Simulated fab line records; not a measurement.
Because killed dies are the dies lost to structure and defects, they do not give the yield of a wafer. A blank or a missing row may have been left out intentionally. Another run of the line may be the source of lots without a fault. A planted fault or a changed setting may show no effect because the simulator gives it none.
Chamber matching | flow n5Finfet | aldMetal-01 running N5_BEOL_M4_ALD_84: 4 sister chambers
The step deposits TaN, pulse time 2 s, purge time 3 s, co reactant purge time 2 s. 8 wafers are shown with their chamber, then 12 later ones without.

== WAFERS PAIRED WITH THEIR CHAMBERS ==
wafer  | chamber | heaterPowerOuterW (W) | heaterPowerW (W)
L079.6 | 2       | 231                   | 432
L086.1 | 2       | 228                   | 422
L085.3 | 1       | 206                   | 364
L085.5 | 1       | 211                   | 357
L087.3 | 0       | 233                   | 386
L089.1 | 3       | 338                   | 552
L089.2 | 0       | 240                   | 401
L089.6 | 3       | 335                   | 545

== WAFERS WITHOUT THEIR CHAMBER ==
wafer  | heaterPowerOuterW (W) | heaterPowerW (W)
L090.1 | 241                   | 412
L090.2 | 210                   | 368
L090.4 | 330                   | 566
L093.1 | 234                   | 392
L093.2 | 326                   | 548
L093.5 | 241                   | 385
L094.1 | 334                   | 563
L094.3 | 212                   | 357
L094.5 | 239                   | 391
L097.2 | 246                   | 393
L097.3 | 232                   | 407
L097.5 | 235                   | 391

== WHICH CHAMBER EACH WENT THROUGH ==
wafer  | from the rows above     | in truth
L090.1 | can't be placed: 0 or 2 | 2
L090.2 | 1                       | 1
L090.4 | 3                       | 3
L093.1 | 0                       | 0
L093.2 | 3                       | 3
L093.5 | 0                       | 0
L094.1 | 3                       | 3
L094.3 | 1                       | 1
L094.5 | 0                       | 0
L097.2 | 0                       | 0
L097.3 | can't be placed: 0 or 2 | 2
L097.5 | 0                       | 0
Placed correctly: 10 of 12. Unplaceable from these rows: 2, with the true chamber sitting among the candidates in 2. Placed wrongly: 0.
How it was worked out, from the rows above alone: a wafer's distance from a chamber is the root of the sum, over the readings, of the square of ((its reading less the chamber's mean) divided by the reading's scatter). If the next closest chamber is less than 2 further off than the closest, the wafer can't be placed; otherwise it belongs to the closest. The mean given for a chamber averages the wafers shown for that chamber. How the scatter is found: for the shown wafers, subtract from each reading the mean of its chamber, square and add these, divide the total by (wafers less chambers), then take the root.
